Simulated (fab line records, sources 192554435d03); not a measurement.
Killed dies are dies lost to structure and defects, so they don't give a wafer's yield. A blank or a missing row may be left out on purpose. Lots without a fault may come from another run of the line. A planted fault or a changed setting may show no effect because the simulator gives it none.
Chamber matching | flow n5_finfet | N5_BEOL_M0_STRIP_104 on rie_diel-02: 4 sister chambers
The step strips in N2/H2. 18 wafers are shown with their chamber, then 9 later ones without.

WAFERS WITH THEIR CHAMBER
wafer  | chamber | drypump_motor_current_A (A) | throttle_valve_pct (%) | oes_product_au (a.u.)
L074.2 | 0       | 6.0                         | 23.41                  | 0.88
L074.3 | 1       | 5.5                         | 23.48                  | 0.75
L074.5 | 1       | 5.5                         | 23.47                  | 0.73
L075.2 | 0       | 6.0                         | 23.40                  | 0.88
L075.4 | 1       | 5.5                         | 23.48                  | 0.74
L075.6 | 1       | 5.5                         | 23.43                  | 0.74
L079.1 | 2       | 6.2                         | 23.09                  | 0.91
L079.3 | 1       | 5.5                         | 23.46                  | 0.74
L079.5 | 3       | 5.5                         | 23.47                  | 0.93
L087.1 | 3       | 5.6                         | 23.48                  | 0.89
L087.2 | 1       | 5.5                         | 23.52                  | 0.72
L087.3 | 2       | 6.2                         | 23.07                  | 0.88
L087.4 | 0       | 6.0                         | 23.41                  | 0.83
L087.5 | 2       | 6.2                         | 23.13                  | 0.87
L087.6 | 1       | 5.5                         | 23.51                  | 0.72
L090.1 | 1       | 5.5                         | 23.48                  | 0.71
L090.4 | 3       | 5.5                         | 23.49                  | 0.85
L090.5 | 3       | 5.5                         | 23.47                  | 0.86

SIGNATURES (means of the wafers above)
reading                 | chamber 0 | chamber 1 | chamber 2 | chamber 3 | scatter within a chamber
drypump_motor_current_A | 6.000     | 5.500     | 6.200     | 5.525     | 0.0231
throttle_valve_pct      | 23.4067   | 23.4788   | 23.0967   | 23.4775   | 0.0234
oes_product_au          | 0.8633    | 0.7312    | 0.8867    | 0.8825    | 0.0234
Rule: a wafer's distance from a chamber is the root of the sum, over the readings, of the square of ((its reading less the chamber's mean) divided by the reading's scatter). The wafer belongs to the nearest chamber; if the next one is less than 2 further off, it can't be placed. The scatter: the root of (the sum of the squares of (reading less its chamber's mean) over the shown wafers, divided by (wafers less chambers)).

WAFERS WITHOUT THEIR CHAMBER
wafer  | drypump_motor_current_A (A) | throttle_valve_pct (%) | oes_product_au (a.u.)
L091.1 | 5.5                         | 23.52                  | 0.72
L091.4 | 6.2                         | 23.15                  | 0.87
L091.5 | 6.2                         | 23.13                  | 0.88
L094.2 | 5.5                         | 23.52                  | 0.71
L094.3 | 6.2                         | 23.15                  | 0.85
L094.4 | 6.0                         | 23.44                  | 0.82
L095.3 | 6.0                         | 23.47                  | 0.83
L095.5 | 6.0                         | 23.45                  | 0.82
L095.6 | 5.5                         | 23.46                  | 0.83

WHICH CHAMBER EACH WENT THROUGH
wafer  | from the rows above     | in truth
L091.1 | 1                       | 1
L091.4 | 2                       | 2
L091.5 | 2                       | 2
L094.2 | 1                       | 1
L094.3 | 2                       | 2
L094.4 | 0                       | 0
L095.3 | 0                       | 0
L095.5 | 0                       | 0
L095.6 | can't be placed: 3 or 1 | 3
Placed correctly: 8 of 9. Can't be placed from these rows: 1 (the true chamber is among the candidates in 1). Placed wrongly: 0.
